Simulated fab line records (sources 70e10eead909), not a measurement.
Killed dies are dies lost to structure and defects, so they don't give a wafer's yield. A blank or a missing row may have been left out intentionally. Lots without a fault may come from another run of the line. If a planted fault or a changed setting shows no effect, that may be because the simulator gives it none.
Matching of chambers ; flow nand-harc ; NHARC_A_CONTACT_ETCH_110 on rie-diel-02 has 4 sister chambers
The step etches the open film in CF4/O2, target depth 50 nm, overetch 5 nm, time 27.5 s. 7 wafers are shown with their chamber, then 8 later ones without.

== WAFERS PAIRED WITH THEIR CHAMBERS ==
wafer;chamber;showerhead-plenum-p-Torr (Torr);rf-vpp-V (V)
L627.1;2;1.25;195.6
L630.5;0;1.41;199.4
L630.6;1;1.36;199.4
L631.4;3;1.39;198.8
L631.5;0;1.41;199.0
L631.6;3;1.39;199.3
L647.2;1;1.35;198.0

== WAFERS WITH NO CHAMBER GIVEN ==
wafer;showerhead-plenum-p-Torr (Torr);rf-vpp-V (V)
L647.3;1.38;198.7
L647.6;1.38;197.9
L645.2;1.24;195.0
L645.3;1.35;197.7
L645.4;1.40;197.0
L646.1;1.35;197.6
L646.3;1.40;199.4
L646.4;1.38;199.0

== WHICH CHAMBER EACH WENT THROUGH ==
wafer;from the rows above;in truth
L647.3;3;3
L647.6;3;3
L645.2;2;2
L645.3;1;1
L645.4;can't be placed: 3 or 0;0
L646.1;1;1
L646.3;can't be placed: 0 or 3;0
L646.4;3;3
Correct placement for 6 of the 8. Cannot be placed on the basis of these rows: 2; the candidates contain the true chamber in 2. 0 placed wrongly.
How it was worked out, from the rows above alone: a wafer's distance from a chamber is the root of the sum, over the readings, of the square of ((its reading less the chamber's mean) divided by the reading's scatter). The wafer belongs to the nearest chamber; if the next one is less than 2 further off, it can't be placed. Each chamber's mean is taken over the wafers shown for it. How the scatter is found: for the shown wafers, subtract from each reading the mean of its chamber, square and add these, divide the total by (wafers less chambers), then take the root.
